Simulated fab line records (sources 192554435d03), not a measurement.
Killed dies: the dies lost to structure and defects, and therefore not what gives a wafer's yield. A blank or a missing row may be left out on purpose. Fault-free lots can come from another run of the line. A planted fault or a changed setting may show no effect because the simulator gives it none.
2 desks, one fault || flow n5-finfet || numbers are kept per desk, each desk with only its own; the story behind them comes last

DESK OF THE TOOL OWNER: rie-si-03
The tool's own readings at N5_PMOS_HMC_CHANNEL_EPI_FIN_RECESS_16 (chemistry HBr/Cl2, target Si, target depth 54 nm, time 18 s): means of the sampled wafers that have a number, for each lot that ran on this tool. A lot is out of limits, marked OUT, if its mean lies more than 4 standard deviations from the usual mean; the brackets give that distance.
Columns: A = drypump-motor-current-A at N5_PMOS_HMC_CHANNEL_EPI_FIN_RECESS_16, usual 5.7 A; B = oes-product-au at N5_PMOS_HMC_CHANNEL_EPI_FIN_RECESS_16, usual 0.996 a.u.; C = throttle-valve-pct at N5_PMOS_HMC_CHANNEL_EPI_FIN_RECESS_16, usual 35.6 %
{"lot": "L409", "first seen here": "day 2 07:38", "A": 6.0, "B": 0.984, "C": 35.1}
{"lot": "L422", "first seen here": "day 5 12:45", "A": 5.9, "B": 0.996, "C": 34.9}
{"lot": "L423", "first seen here": "day 5 18:00", "A": 5.5, "B": 0.941, "C": 35.3}
This desk's finding: nothing out of limits on any of the 3 lots.

METROLOGY DESK
What the gauges read, lot by lot, whatever tool the lot ran on: means of the sampled wafers that have a number. A lot is out of limits, marked OUT, if its mean lies more than 4 standard deviations from the usual mean; the brackets give that distance. Shown are 7 of the 12 readings it has, namely the first that went out of limits plus those furthest out on some lot.
Columns: A = HMC_CMP_THK at N5_PMOS_HMC_CHANNEL_EPI_THK_MEAS_22, usual 54.0 nm; B = IOFF_N at N5_BEOL_M4_RC_MEAS_101, usual 0.18 nA/um; C = IOFF_P at N5_BEOL_M4_RC_MEAS_101, usual 0.23 nA/um; D = ION_N at N5_BEOL_M4_RC_MEAS_101, usual 683 uA/um; E = ION_P at N5_BEOL_M4_RC_MEAS_101, usual 467 uA/um; F = SS_N at N5_BEOL_M4_RC_MEAS_101, usual 71.7 mV/dec; G = VT_N at N5_BEOL_M4_RC_MEAS_101, usual 249 mV
{"lot": "L409", "first seen here": "day 2 04:05", "A": 53.7, "B": 0.18, "C": 0.23, "D": 685, "E": 465, "F": 72.1, "G": 249}
{"lot": "L411", "first seen here": "day 2 15:09", "A": 52.4, "B": 0.13, "C": 0.16, "D": 665, "E": 452, "F": 71.3, "G": 253}
{"lot": "L418", "first seen here": "day 4 08:56", "A": 54.1, "B": 0.18, "C": 0.22, "D": 682, "E": 462, "F": 71.9, "G": 248}
{"lot": "L419", "first seen here": "day 4 14:56", "A": 55.2, "B": 0.14, "C": 0.20, "D": 691, "E": 476, "F": 70.5, "G": 250}
{"lot": "L420", "first seen here": "day 4 21:10", "A": 54.1, "B": 0.22, "C": 0.29, "D": 687, "E": 468, "F": 72.6, "G": 247}
{"lot": "L422", "first seen here": "day 5 09:40", "A": 54.0, "B": 0.17, "C": 0.21, "D": 667, "E": 457, "F": 71.9, "G": 250}
{"lot": "L423", "first seen here": "day 5 14:48", "A": "48.9 (-4.3) OUT", "B": 0.17, "C": 0.23, "D": 675, "E": 453, "F": 71.6, "G": 251}
{"lot": "L424", "first seen here": "day 5 20:59", "A": 55.1, "B": 0.13, "C": 0.19, "D": 662, "E": 461, "F": 70.8, "G": 256}
{"lot": "L426", "first seen here": "day 6 09:19", "A": 53.3, "B": 0.25, "C": 0.32, "D": 695, "E": 478, "F": 72.7, "G": 243}
This desk's finding: out of limits on L423; first on L423, day 5 19:49 (HMC_CMP_THK at N5_PMOS_HMC_CHANNEL_EPI_THK_MEAS_22). In limits: L409, L411, L418, L419, L420, L422, L424, L426.

PUT TOGETHER
L423 would have let the metrology desk raise an alarm at day 5 19:49.
Nothing out of limits was seen by the tool owner's desk.
Tool owner's desk: L423 on record, inside its limits.
On rie-si-03, each named lot ran N5_PMOS_HMC_CHANNEL_EPI_FIN_RECESS_16.

WHAT THE SIMULATOR PUT IN
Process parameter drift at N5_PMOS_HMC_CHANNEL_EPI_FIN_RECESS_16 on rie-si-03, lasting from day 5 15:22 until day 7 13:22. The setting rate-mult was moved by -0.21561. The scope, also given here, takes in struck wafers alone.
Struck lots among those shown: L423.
Delay in hours, fault start to first out-of-limits reading, per desk: metrology desk 4.
